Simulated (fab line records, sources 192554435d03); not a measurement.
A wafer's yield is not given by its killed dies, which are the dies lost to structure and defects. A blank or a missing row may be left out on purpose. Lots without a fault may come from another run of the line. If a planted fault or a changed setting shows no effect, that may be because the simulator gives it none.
Comparing a struck lot with a sound one :: flow n5Finfet :: 16 steps out of a route of 1938
Sound: these wafers, L923.3, L923.4, L923.5. Struck: wafer L933.5. (L933.2 of the same lot was not struck and is left out.) The cause comes at the end.
Order at every step that has rows: each side's tool, ch and its chambers, its first start. Under that, the readings that differ: sound wafers :: struck wafers :: difference of the means :: sigmas: that difference in standard deviations of wafers without a fault.
alike: same words and numbers on both sides, and readings whose means sit less than 2 such deviations apart. not compared: any withheld reading, any reading some wafer has no value for, any bound like >300 that may hide the same value, and any number with overlapping values for which the record gives no deviation.
A row with sigmas, a row that says differs or no value, or rows on one side alone: a step with any of these is where the two part. Numbers that have no deviation but don't overlap get no sigmas and don't part them. Lack of a reading on every wafer of one side parts them only where that side has two or more wafers.

N5_BEOL_M2_DESCUM_16: chemistry O2, time 7 s.
  sound on rieDiel-03 ch 0,2,3, day 7 18:25; struck on rieDiel-01 ch 3, day 10 05:33
  alike: biasPowerW, drypumpMotorCurrentA, oesProductAu, rfVppV, showerheadPlenumPTorr, throttleValvePct
  not compared: rfHoursCounterH
N5_BEOL_M2_ETCH_74: etches underlayer in N2/H2, target depth 6.5 nm, time 5.2 s.
  sound on rieDiel-03 ch 0,2,3, day 7 18:26; struck on rieDiel-01 ch 3, day 10 05:35
  alike: drypumpMotorCurrentA, etchRfOnTimeS, h2FlowSccm, oesProductAu, rfVppV, showerheadPlenumPTorr, throttleValvePct
  not compared: rfHoursCounterH
then, 4 steps without rows for these wafers: N5_BEOL_M2_ETCH_63 (etches SiARC in CF4, target depth 15.6 nm, time 26 s); N5_BEOL_M2_ETCH_64 (etches SOC in N2/H2, target depth 75 nm, overetch 22.5 nm, time 121.9 s); N5_BEOL_M2_STRIP_65 (strips in N2/H2); N5_BEOL_M2_STRIP_75 (strips in N2/H2).
N5_BEOL_M2_STRIP_66: strips in CF4.
  sound on rieDiel-03 ch 0,2,3, day 7 18:37; struck on rieDiel-01 ch 3, day 10 05:46
  alike: biasPowerW, drypumpMotorCurrentA, oesProductAu, rfVppV, showerheadPlenumPTorr, throttleValvePct
  not compared: rfHoursCounterH
N5_BEOL_M2_HM_OPEN_17: chemistry Cl2/BCl3, target TiN, target depth 20 nm, overetch 6 nm.
  sound on rieMetal-02 ch 0,1, day 7 18:41; struck on rieMetal-01 ch 1, day 10 05:48
reading: throttleValvePct (%)
sound: 22.76 22.26 22.76
struck: 22.27
difference: -0.32
sigmas: -2
  alike: bcl3FlowSccm, drypumpMotorCurrentA, oesProductAu
  not compared: rfHoursCounterH
N5_BEOL_M2_STRIP_19: strips in O2.
  sound on rieDiel-03 ch 2,3, day 7 18:46; struck on rieDiel-03 ch 3, day 10 05:56
  alike: drypumpMotorCurrentA, oesProductAu, rfVppV, showerheadPlenumPTorr, throttleValvePct
  not compared: rfHoursCounterH
N5_BEOL_M2_CD_MEAS_18: pitch 36 nm, target cd 18 nm.
  sound: cdSem-02 at day 7 18:50; struck: cdSem-02 at day 10 06:01
reading: cdNm (nm)
sound: 18.0 18.6 18.1
struck: 16.8
difference: -1.4
sigmas: -3
then, 2 steps without rows for these wafers: N5_BEOL_M2_COAT_67 (time 60 s, resist thk 60 nm); N5_BEOL_M2_COAT_68 (time 60 s, resist thk 12 nm).
N5_BEOL_M2_COAT_76: time 60 s, resist thk 5 nm.
  sound on lithoTrack-02 ch 0, day 7 18:53; struck on lithoTrack-04 ch 0, day 10 06:03
reading: runLengthS (s)
sound: 65.91 65.94 65.79
struck: 71.62
difference: +5.74
sigmas: +27
  alike: chillPlateTempC
then, 1 step without rows for these wafers: N5_BEOL_M2_COAT_22 (resist thk 30 nm).
N5_BEOL_M4_RC_MEAS_101:
  sound on prober-01 ch 0, day 9 04:16; struck on prober-01 ch 0, day 11 11:38
  alike: DIBL_N, DIBL_P, IOFF_N, IOFF_P, ION_N, ION_P, SS_N, SS_P, VT_N, VT_P
-- here the record skips 5 days between the struck wafers' starts before and after, leaving off in module BEOL_M4 and picking up in module PASSIVATION (first step shown: number 1936 of the route) --
N5_PASSIVATION_PROBE_49:
  sound: prober-01 at day 13 10:57; struck: prober-01 at day 16 04:48
  alike: defectLimitedYield, killed_at_M0_to_M3, killed_at_M4_up, killedAtContacts, killedAtFrontEnd, killedAtOther, killedDies, killedOnRim, killedOpen, killedShort, sort_bin_4_leakage, sort_bin_5_function, sort_bin_6_memory, sortNPass, sortYieldPct

== WHERE THEY PART ==
Earliest at N5_BEOL_M2_HM_OPEN_17; latest, in this record, at N5_BEOL_M2_COAT_76. Later steps at which nothing parts them and some readings are alike: N5_BEOL_M4_RC_MEAS_101, N5_PASSIVATION_PROBE_49.

WHY: what the simulator had put in
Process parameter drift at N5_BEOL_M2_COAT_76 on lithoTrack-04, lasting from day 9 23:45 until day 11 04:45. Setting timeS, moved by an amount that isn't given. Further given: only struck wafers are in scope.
